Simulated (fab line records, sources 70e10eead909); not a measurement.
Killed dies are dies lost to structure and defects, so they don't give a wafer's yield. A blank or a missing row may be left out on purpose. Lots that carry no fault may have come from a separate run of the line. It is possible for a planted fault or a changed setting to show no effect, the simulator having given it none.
Matching of chambers    flow nand harc    NHARC_A_SLIT_DESCUM_14 on rie diel-09 has 4 sister chambers
The step chemistry O2, time 3 s. 4 wafers are shown with their chamber, then 8 later ones without.

## EACH WAFER AND ITS CHAMBER
wafer   chamber  showerhead plenum p Torr (Torr)
L078.5  2        1.90
L089.2  1        1.94
L089.5  3        1.97
L092.1  0        1.84

## WAFERS WHOSE CHAMBER IS MISSING
wafer   showerhead plenum p Torr (Torr)
L092.2  1.97
L092.4  1.84
L093.2  1.94
L093.4  1.97
L093.6  1.89
L095.3  1.84
L095.4  1.94
L095.5  1.94

## THE CHAMBER EACH PASSED THROUGH
wafer   from the rows above  in truth
L092.2  3                    3
L092.4  0                    0
L093.2  1                    1
L093.4  3                    3
L093.6  2                    2
L095.3  0                    0
L095.4  1                    1
L095.5  1                    1
Correctly placed: 8 of 8. Number that these rows cannot place: 0. Number placed wrongly: 0.
How it was worked out, from the rows above alone: a wafer's distance from a chamber is the root of the sum, over the readings, of the square of ((its reading less the chamber's mean) divided by the reading's scatter). The wafer belongs to the nearest chamber; if the next one is less than 2 further off, it can't be placed. For every chamber, the mean is computed from those of its wafers that are shown. The scatter: root of mean squared gap, hidden wafer to nearest shown wafer, with one shown wafer a chamber.
